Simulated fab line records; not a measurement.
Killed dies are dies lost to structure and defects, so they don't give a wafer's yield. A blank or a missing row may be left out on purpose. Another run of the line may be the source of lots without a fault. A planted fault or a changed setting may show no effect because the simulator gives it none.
Split-lot study || flow n5_finfet || 39 wafers read across 7 lots, on a route 1938 steps long

THE SPLIT
At N5_WELL_APT_EPI_41 (deposits Si from SiH4/H2, target thk 50 nm, time 297.7 s), the setting target_thk_a was moved away from the recipe's 500 angstrom on 12 of the 39 wafers read, by -7.4% to +7.4%. The other wafers ran this setting at the recipe's value.

Reading taken at the split's own step.

THE READING
Si_of_WELL_APT_EPI_41.thk_nm (the simulator's own value, which no gauge read), in nm, at N5_WELL_APT_EPI_41 (deposits Si from SiH4/H2, target thk 50 nm, time 297.7 s). No usual value for it is given in the file. The 27 wafers here that ran the recipe average 49.76 nm, standard deviation 0.44 nm.

{"wafer": "L081.1", "tool, chamber at the split": "epi_rpcvd-03, 0", "target_thk_a as run, angstrom": 500, "against the recipe": "recipe", "Si_of_WELL_APT_EPI_41.thk_nm, nm": 50.63, "against lot-mates on the recipe": "-"}
{"wafer": "L081.2", "tool, chamber at the split": "epi_rpcvd-03, 0", "target_thk_a as run, angstrom": 528.7, "against the recipe": "+5.7%", "Si_of_WELL_APT_EPI_41.thk_nm, nm": 53.58, "against lot-mates on the recipe": "+3.32"}
{"wafer": "L081.3", "tool, chamber at the split": "epi_rpcvd-03, 0", "target_thk_a as run, angstrom": 528.7, "against the recipe": "+5.7%", "Si_of_WELL_APT_EPI_41.thk_nm, nm": 53.6, "against lot-mates on the recipe": "+3.34"}
{"wafer": "L081.4", "tool, chamber at the split": "epi_rpcvd-03, 0", "target_thk_a as run, angstrom": 528.7, "against the recipe": "+5.7%", "Si_of_WELL_APT_EPI_41.thk_nm, nm": 53.77, "against lot-mates on the recipe": "+3.51"}
{"wafer": "L081.5", "tool, chamber at the split": "epi_rpcvd-03, 0", "target_thk_a as run, angstrom": 500, "against the recipe": "recipe", "Si_of_WELL_APT_EPI_41.thk_nm, nm": 49.79, "against lot-mates on the recipe": "-"}
{"wafer": "L081.6", "tool, chamber at the split": "epi_rpcvd-03, 0", "target_thk_a as run, angstrom": 500, "against the recipe": "recipe", "Si_of_WELL_APT_EPI_41.thk_nm, nm": 50.37, "against lot-mates on the recipe": "-"}
{"wafer": "L083.1", "tool, chamber at the split": "epi_rpcvd-01, 0", "target_thk_a as run, angstrom": 536.8, "against the recipe": "+7.4%", "Si_of_WELL_APT_EPI_41.thk_nm, nm": 53.79, "against lot-mates on the recipe": "+4.13"}
{"wafer": "L083.2", "tool, chamber at the split": "epi_rpcvd-01, 0", "target_thk_a as run, angstrom": 500, "against the recipe": "recipe", "Si_of_WELL_APT_EPI_41.thk_nm, nm": 49.53, "against lot-mates on the recipe": "-"}
{"wafer": "L083.3", "tool, chamber at the split": "epi_rpcvd-01, 0", "target_thk_a as run, angstrom": 500, "against the recipe": "recipe", "Si_of_WELL_APT_EPI_41.thk_nm, nm": 49.36, "against lot-mates on the recipe": "-"}
{"wafer": "L083.4", "tool, chamber at the split": "epi_rpcvd-01, 0", "target_thk_a as run, angstrom": 536.8, "against the recipe": "+7.4%", "Si_of_WELL_APT_EPI_41.thk_nm, nm": 53.5, "against lot-mates on the recipe": "+3.84"}
{"wafer": "L083.5", "tool, chamber at the split": "epi_rpcvd-01, 0", "target_thk_a as run, angstrom": 536.8, "against the recipe": "+7.4%", "Si_of_WELL_APT_EPI_41.thk_nm, nm": 53.74, "against lot-mates on the recipe": "+4.08"}
{"wafer": "L083.6", "tool, chamber at the split": "epi_rpcvd-01, 0", "target_thk_a as run, angstrom": 500, "against the recipe": "recipe", "Si_of_WELL_APT_EPI_41.thk_nm, nm": 50.09, "against lot-mates on the recipe": "-"}
{"wafer": "L084.1", "tool, chamber at the split": "epi_rpcvd-04, 0", "target_thk_a as run, angstrom": 500, "against the recipe": "recipe", "Si_of_WELL_APT_EPI_41.thk_nm, nm": 49.39, "against lot-mates on the recipe": "-"}
{"wafer": "L084.2", "tool, chamber at the split": "epi_rpcvd-04, 0", "target_thk_a as run, angstrom": 500, "against the recipe": "recipe", "Si_of_WELL_APT_EPI_41.thk_nm, nm": 49.54, "against lot-mates on the recipe": "-"}
{"wafer": "L084.3", "tool, chamber at the split": "epi_rpcvd-04, 0", "target_thk_a as run, angstrom": 500, "against the recipe": "recipe", "Si_of_WELL_APT_EPI_41.thk_nm, nm": 49.56, "against lot-mates on the recipe": "-"}
{"wafer": "L084.4", "tool, chamber at the split": "epi_rpcvd-04, 0", "target_thk_a as run, angstrom": 500, "against the recipe": "recipe", "Si_of_WELL_APT_EPI_41.thk_nm, nm": 49.8, "against lot-mates on the recipe": "-"}
{"wafer": "L084.5", "tool, chamber at the split": "epi_rpcvd-04, 0", "target_thk_a as run, angstrom": 500, "against the recipe": "recipe", "Si_of_WELL_APT_EPI_41.thk_nm, nm": 49.16, "against lot-mates on the recipe": "-"}
{"wafer": "L084.6", "tool, chamber at the split": "epi_rpcvd-04, 0", "target_thk_a as run, angstrom": 500, "against the recipe": "recipe", "Si_of_WELL_APT_EPI_41.thk_nm, nm": 49.89, "against lot-mates on the recipe": "-"}
{"wafer": "L085.1", "tool, chamber at the split": "epi_rpcvd-04, 0", "target_thk_a as run, angstrom": 526.6, "against the recipe": "+5.3%", "Si_of_WELL_APT_EPI_41.thk_nm, nm": 51.95, "against lot-mates on the recipe": "+2.60"}
{"wafer": "L085.2", "tool, chamber at the split": "epi_rpcvd-04, 0", "target_thk_a as run, angstrom": 526.6, "against the recipe": "+5.3%", "Si_of_WELL_APT_EPI_41.thk_nm, nm": 52.23, "against lot-mates on the recipe": "+2.88"}
{"wafer": "L085.3", "tool, chamber at the split": "epi_rpcvd-04, 0", "target_thk_a as run, angstrom": 500, "against the recipe": "recipe", "Si_of_WELL_APT_EPI_41.thk_nm, nm": 49.41, "against lot-mates on the recipe": "-"}
{"wafer": "L085.4", "tool, chamber at the split": "epi_rpcvd-04, 0", "target_thk_a as run, angstrom": 500, "against the recipe": "recipe", "Si_of_WELL_APT_EPI_41.thk_nm, nm": 49.69, "against lot-mates on the recipe": "-"}
{"wafer": "L085.5", "tool, chamber at the split": "epi_rpcvd-04, 0", "target_thk_a as run, angstrom": 526.6, "against the recipe": "+5.3%", "Si_of_WELL_APT_EPI_41.thk_nm, nm": 52.05, "against lot-mates on the recipe": "+2.70"}
{"wafer": "L085.6", "tool, chamber at the split": "epi_rpcvd-04, 0", "target_thk_a as run, angstrom": 500, "against the recipe": "recipe", "Si_of_WELL_APT_EPI_41.thk_nm, nm": 48.96, "against lot-mates on the recipe": "-"}
{"wafer": "L087.3", "tool, chamber at the split": "epi_rpcvd-01, 0", "target_thk_a as run, angstrom": 500, "against the recipe": "recipe", "Si_of_WELL_APT_EPI_41.thk_nm, nm": 50.6, "against lot-mates on the recipe": "-"}
{"wafer": "L087.4", "tool, chamber at the split": "epi_rpcvd-01, 0", "target_thk_a as run, angstrom": 500, "against the recipe": "recipe", "Si_of_WELL_APT_EPI_41.thk_nm, nm": 50.15, "against lot-mates on the recipe": "-"}
{"wafer": "L087.6", "tool, chamber at the split": "epi_rpcvd-01, 0", "target_thk_a as run, angstrom": 500, "against the recipe": "recipe", "Si_of_WELL_APT_EPI_41.thk_nm, nm": 50.24, "against lot-mates on the recipe": "-"}
{"wafer": "L088.1", "tool, chamber at the split": "epi_rpcvd-04, 0", "target_thk_a as run, angstrom": 462.8, "against the recipe": "-7.4%", "Si_of_WELL_APT_EPI_41.thk_nm, nm": 46.08, "against lot-mates on the recipe": -4.07}
{"wafer": "L088.2", "tool, chamber at the split": "epi_rpcvd-04, 0", "target_thk_a as run, angstrom": 462.8, "against the recipe": "-7.4%", "Si_of_WELL_APT_EPI_41.thk_nm, nm": 46.62, "against lot-mates on the recipe": -3.53}
{"wafer": "L088.3", "tool, chamber at the split": "epi_rpcvd-04, 0", "target_thk_a as run, angstrom": 500, "against the recipe": "recipe", "Si_of_WELL_APT_EPI_41.thk_nm, nm": 50.31, "against lot-mates on the recipe": "-"}
{"wafer": "L088.4", "tool, chamber at the split": "epi_rpcvd-04, 0", "target_thk_a as run, angstrom": 462.8, "against the recipe": "-7.4%", "Si_of_WELL_APT_EPI_41.thk_nm, nm": 46.46, "against lot-mates on the recipe": -3.69}
{"wafer": "L088.5", "tool, chamber at the split": "epi_rpcvd-04, 0", "target_thk_a as run, angstrom": 500, "against the recipe": "recipe", "Si_of_WELL_APT_EPI_41.thk_nm, nm": 50.06, "against lot-mates on the recipe": "-"}
{"wafer": "L088.6", "tool, chamber at the split": "epi_rpcvd-04, 0", "target_thk_a as run, angstrom": 500, "against the recipe": "recipe", "Si_of_WELL_APT_EPI_41.thk_nm, nm": 50.09, "against lot-mates on the recipe": "-"}
{"wafer": "L096.1", "tool, chamber at the split": "epi_rpcvd-03, 0", "target_thk_a as run, angstrom": 500, "against the recipe": "recipe", "Si_of_WELL_APT_EPI_41.thk_nm, nm": 49.3, "against lot-mates on the recipe": "-"}
{"wafer": "L096.2", "tool, chamber at the split": "epi_rpcvd-03, 0", "target_thk_a as run, angstrom": 500, "against the recipe": "recipe", "Si_of_WELL_APT_EPI_41.thk_nm, nm": 49.61, "against lot-mates on the recipe": "-"}
{"wafer": "L096.3", "tool, chamber at the split": "epi_rpcvd-03, 0", "target_thk_a as run, angstrom": 500, "against the recipe": "recipe", "Si_of_WELL_APT_EPI_41.thk_nm, nm": 49.34, "against lot-mates on the recipe": "-"}
{"wafer": "L096.4", "tool, chamber at the split": "epi_rpcvd-03, 0", "target_thk_a as run, angstrom": 500, "against the recipe": "recipe", "Si_of_WELL_APT_EPI_41.thk_nm, nm": 49.93, "against lot-mates on the recipe": "-"}
{"wafer": "L096.5", "tool, chamber at the split": "epi_rpcvd-03, 0", "target_thk_a as run, angstrom": 500, "against the recipe": "recipe", "Si_of_WELL_APT_EPI_41.thk_nm, nm": 49.17, "against lot-mates on the recipe": "-"}
{"wafer": "L096.6", "tool, chamber at the split": "epi_rpcvd-03, 0", "target_thk_a as run, angstrom": 500, "against the recipe": "recipe", "Si_of_WELL_APT_EPI_41.thk_nm, nm": 49.52, "against lot-mates on the recipe": "-"}

THE FIT
A straight line over all 39 wafers: Si_of_WELL_APT_EPI_41.thk_nm changes by +0.513 nm for each +1% of target_thk_a; r = +0.97; the points scatter about the line by 0.5 nm.
The same after taking each lot's own level away (the mean of its wafers on the recipe; 39 wafers): +0.533 nm for each +1%; r = +0.99; scatter 0.26 nm.
According to that fit, moving target_thk_a by its largest amount changes the reading by 4 nm.
Measured against the standard deviation above, the lots' own levels, which go from 49.353 to 50.330 nm, span 2.2 times it.
Consequently the slope shifts little with the lot-to-lot level, the two slopes agreeing.
Check: with one of the wafers moved furthest among these (-7.4%) left out of the fit, the line predicts -3.9 nm for it against its lot-mates. Against them it came out at -4.07 nm.

THE FILE'S OWN FIT
Si_of_WELL_APT_EPI_41.thk_nm changes by +0.536 nm for each +1% of target_thk_a, r = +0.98.
